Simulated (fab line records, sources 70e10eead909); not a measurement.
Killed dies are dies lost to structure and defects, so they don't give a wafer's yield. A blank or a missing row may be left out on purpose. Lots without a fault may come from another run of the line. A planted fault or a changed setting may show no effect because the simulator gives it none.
Which tool did it? | flow nand_harc | 12 lots, 36 wafers sampled, at 5 steps of a route of 1159

WHAT THE GAUGES READ, wafer by wafer
NHARC_END_SORT_01. Usual: defect_limited_yield 95.4 %, standard deviation 1.6; killed_at_array 28, standard deviation 11; killed_at_other 0.9, standard deviation 1.2; killed_at_periphery 2.6, standard deviation 2.1; killed_dies 31, standard deviation 11; killed_open 3.1, standard deviation 1.7; killed_short 1.9, standard deviation 1.3; sort_bin_2_pct 1.5 %, standard deviation 0.64; sort_bin_3_pct 0.26 %, standard deviation 0.21; sort_bin_4_pct 2.9 %, standard deviation 1.1; sort_n_pass 646, standard deviation 11; sort_rim_yield_pct 96.4 %, standard deviation 2.3; sort_yield_pct 95.4 %, standard deviation 1.6.
lot  | measured     | on        | defect_limited_yield (%) | killed_at_array | killed_at_other | killed_at_periphery | killed_dies | killed_open | killed_short | sort_bin_2_pct (%) | sort_bin_3_pct (%) | sort_bin_4_pct (%) | sort_n_pass | sort_rim_yield_pct (%) | sort_yield_pct (%) | flag
L423 | day 25 23:12 | prober-02 | 0 97.0 95.1              | 23 14 30        | 3 4 3           | 651 2 0             | 677 20 33   | 2 5 3       | 0 1 0        | 97.3 0.9 1.5       | 0.44 0 0.30        | 2.2 2.1 3.1        | 0 657 644   | 0 98.1 97.2            | 0 97.0 95.1        | OFF
L426 | day 26 14:43 | prober-02 | 93.5 94.2 0              | 42 34 28        | 0 0 1           | 2 5 648             | 44 39 677   | 5 6 3       | 3 1 2        | 1.9 2.1 97.2       | 0 0.30 0.30        | 4.6 3.4 2.5        | 633 638 0   | 94.3 98.1 0            | 93.5 94.2 0        | OFF

WHICH TOOL RAN EACH LOT (tool, then ch and the chambers of the sampled wafers, then the start)
lot  | NHARC_P_M2_PVD_21            | NHARC_HYBRID_BOND_ACTIVATE_00      | NHARC_THIN_TSV_DESCUM_14           | NHARC_THIN_TSV_DEGAS_49
L408 | pvd_sputter-02, day 5 19:43  | rie_diel-09 ch 1,2, day 19 09:17   | rie_diel-02 ch 1,2,3, day 19 22:10 | pvd_sputter-01, day 20 01:01
L409 | pvd_sputter-01, day 6 17:27  | rie_diel-08 ch 0,1,2, day 19 15:11 | rie_diel-06 ch 1,2,3, day 20 05:37 | pvd_sputter-02, day 20 08:22
L410 | pvd_sputter-01, day 6 18:43  | rie_diel-08 ch 0,1,2, day 19 17:17 | rie_diel-02 ch 0,2,3, day 20 04:16 | pvd_sputter-02, day 20 07:45
L411 | pvd_sputter-01, day 6 21:21  | rie_diel-08 ch 1,2,3, day 19 21:36 | rie_diel-05 ch 1,3, day 20 12:26   | pvd_sputter-01, day 20 15:19
L412 | pvd_sputter-03, day 7 03:09  | rie_diel-09 ch 0,3, day 21 00:01   | rie_diel-06 ch 0,2, day 21 14:39   | pvd_sputter-01, day 21 17:16
L413 | pvd_sputter-01, day 7 10:27  | rie_diel-11 ch 0,3, day 20 17:52   | rie_diel-05 ch 0,1,3, day 21 06:27 | pvd_sputter-01, day 21 09:19
L414 | pvd_sputter-02, day 8 00:21  | rie_diel-09 ch 1,3, day 23 08:56   | rie_diel-05 ch 1,2,3, day 23 21:11 | pvd_sputter-03, day 23 23:49
L415 | pvd_sputter-02, day 8 03:07  | rie_diel-08 ch 1,2,3, day 24 06:38 | rie_diel-06 ch 0,2,3, day 24 19:16 | pvd_sputter-01, day 24 21:53
L417 | pvd_sputter-02, day 8 11:11  | rie_diel-08 ch 2,3, day 22 23:23   | rie_diel-05 ch 1,2,3, day 23 13:06 | pvd_sputter-02, day 23 16:58
L423 | pvd_sputter-02, day 10 14:02 | rie_diel-09 ch 2, day 24 19:14     | rie_diel-02 ch 0, day 25 07:44     | pvd_sputter-01, day 25 10:34
L426 | pvd_sputter-02, day 10 17:01 | rie_diel-08 ch 0,2, day 25 00:28   | rie_diel-02 ch 2,3, day 25 14:23   | pvd_sputter-02, day 25 16:59
L431 | pvd_sputter-03, day 12 07:58 | rie_diel-09 ch 0,1,2, day 25 08:28 | rie_diel-06 ch 0,2,3, day 25 19:15 | pvd_sputter-03, day 25 22:07
- NHARC_P_M2_PVD_21: deposits Cu, target thk 30 nm, time 20.49 s.
- NHARC_HYBRID_BOND_ACTIVATE_00: chemistry N2, time 60 s.
- NHARC_THIN_TSV_DESCUM_14: chemistry O2, time 3 s.
- NHARC_THIN_TSV_DEGAS_49: time 120 s.

WHAT THE TOOLS THEMSELVES READ (means of the sampled wafers that have a number; where no wafer has one, the mark that the record gives instead)
NHARC_P_M2_PVD_21. Usual: throttle_valve_pct 29.9 %, standard deviation 0.83.
lot  | tool           | throttle_valve_pct (%) | flag
L408 | pvd_sputter-02 | 30.2                   |
L409 | pvd_sputter-01 | 29.1                   |
L410 | pvd_sputter-01 | 29.6                   |
L411 | pvd_sputter-01 | 29.4                   |
L412 | pvd_sputter-03 | 30.1                   |
L413 | pvd_sputter-01 | 29.9                   |
L414 | pvd_sputter-02 | 30.1                   |
L415 | pvd_sputter-02 | 30.0                   |
L417 | pvd_sputter-02 | 30.0                   |
L423 | pvd_sputter-02 | 29.5                   |
L426 | pvd_sputter-02 | 29.6                   |
L431 | pvd_sputter-03 | 29.8                   |

NHARC_HYBRID_BOND_ACTIVATE_00. Usual: drypump_motor_current_A 5.36 A, standard deviation 0.28; oes_product_au 0.998 a.u., standard deviation 0.0081; rf_vpp_V 64.1 V, standard deviation 0.9; showerhead_plenum_p_Torr 1.79 Torr, standard deviation 0.07.
lot  | tool        | drypump_motor_current_A (A) | oes_product_au (a.u.) | rf_vpp_V (V) | showerhead_plenum_p_Torr (Torr) | flag
L408 | rie_diel-09 | 5.37                        | 1.007                 | 64.1         | 1.86                            |
L409 | rie_diel-08 | 5.45                        | 0.997                 | 65.2         | 1.81                            |
L410 | rie_diel-08 | 5.45                        | 0.998                 | 63.9         | 1.81                            |
L411 | rie_diel-08 | 5.52                        | 0.997                 | 64.1         | 1.84                            |
L412 | rie_diel-09 | 5.09                        | 0.996                 | 63.8         | 1.73                            |
L413 | rie_diel-11 | 5.65                        | 1.002                 | 63.5         | 1.69                            |
L414 | rie_diel-09 | 5.34                        | 1.003                 | 64.7         | 1.85                            |
L415 | rie_diel-08 | 5.51                        | 0.990                 | 64.1         | 1.83                            |
L417 | rie_diel-08 | 5.77                        | 0.999                 | 65.6         | 1.86                            |
L423 | rie_diel-09 | 5.28                        | 1.000                 | 63.8         | 1.76                            |
L426 | rie_diel-08 | 5.59                        | 0.986                 | 64.4         | 1.81                            |
L431 | rie_diel-09 | 5.15                        | 1.007                 | 64.3         | 1.76                            |

NHARC_THIN_TSV_DESCUM_14. Usual: drypump_motor_current_A 5.6 A, standard deviation 0.38; oes_product_au 1.001 a.u., standard deviation 0.0077; rf_vpp_V 57.8 V, standard deviation 0.88; showerhead_plenum_p_Torr 1.92 Torr, standard deviation 0.087; throttle_valve_pct 11.311 %, standard deviation 0.0087.
lot  | tool        | drypump_motor_current_A (A) | oes_product_au (a.u.) | rf_vpp_V (V) | showerhead_plenum_p_Torr (Torr) | throttle_valve_pct (%) | flag
L408 | rie_diel-02 | 5.6                         | 1.007                 | 58.7         | 1.99                            | 11.308                 |
L409 | rie_diel-06 | 5.6                         | 0.998                 | 58.5         | 2.00                            | 11.315                 |
L410 | rie_diel-02 | 5.8                         | 1.001                 | 57.7         | 1.93                            | 11.312                 |
L411 | rie_diel-05 | 5.9                         | 1.003                 | 57.4         | 1.90                            | 11.300                 |
L412 | rie_diel-06 | 5.7                         | 0.999                 | 57.4         | 1.81                            | 11.319                 |
L413 | rie_diel-05 | 5.5                         | 1.009                 | 57.7         | 1.90                            | 11.313                 |
L414 | rie_diel-05 | 5.5                         | 0.988                 | 56.9         | 1.88                            | 11.317                 |
L415 | rie_diel-06 | 5.5                         | 1.000                 | 58.4         | 1.90                            | 11.312                 |
L417 | rie_diel-05 | 5.5                         | 0.989                 | 57.4         | 1.88                            | 11.311                 |
L423 | rie_diel-02 | 6.0                         | 0.998                 | 57.8         | 1.87                            | 11.296                 |
L426 | rie_diel-02 | 5.7                         | 1.003                 | 57.7         | 1.96                            | 11.315                 |
L431 | rie_diel-06 | 5.5                         | 0.997                 | 57.2         | 1.90                            | 11.311                 |

NHARC_THIN_TSV_DEGAS_49. Usual: heater_power_w 479 W, standard deviation 39.
lot  | tool           | heater_power_w (W) | flag
L408 | pvd_sputter-01 | 485                |
L409 | pvd_sputter-02 | 503                |
L410 | pvd_sputter-02 | 463                |
L411 | pvd_sputter-01 | 484                |
L412 | pvd_sputter-01 | 505                |
L413 | pvd_sputter-01 | 490                |
L414 | pvd_sputter-03 | 443                |
L415 | pvd_sputter-01 | 483                |
L417 | pvd_sputter-02 | 491                |
L423 | pvd_sputter-01 | 506                |
L426 | pvd_sputter-02 | 484                |
L431 | pvd_sputter-03 | 455                |

THE ANSWER, worked out from the rows above alone
Rule: a lot is off if the mean of its wafers that have a number lies more than 3 standard deviations from the usual mean. A lot without any number at a reading at which 4 lots or more have one is off too. The other lots that the step has rows for count as sound. The gauges are gone through in route order, then the tools' own readings, and for those a lot's mean is taken as printed above. The first step at which some lot is off is used, and at that step the reading that is off furthest; a lot without a number counts as furthest.
Off: L423, L426, at NHARC_END_SORT_01 (killed_at_periphery). Neither off nor sound, because the step has no rows for them: L408, L409, L410, L411, L412, L413, L414, L415, L417, L431.
A tool fits if, at a process step before that reading, it ran every lot that is off, and no sound lot after the first of them. The gauges at NHARC_END_SORT_01 are tried like those tools. Can't be told from this: 3 tools fit, pvd_sputter-02 at NHARC_P_M2_PVD_21, rie_diel-02 at NHARC_THIN_TSV_DESCUM_14, prober-02 at NHARC_END_SORT_01.

WHAT THE SIMULATOR HAD PUT IN
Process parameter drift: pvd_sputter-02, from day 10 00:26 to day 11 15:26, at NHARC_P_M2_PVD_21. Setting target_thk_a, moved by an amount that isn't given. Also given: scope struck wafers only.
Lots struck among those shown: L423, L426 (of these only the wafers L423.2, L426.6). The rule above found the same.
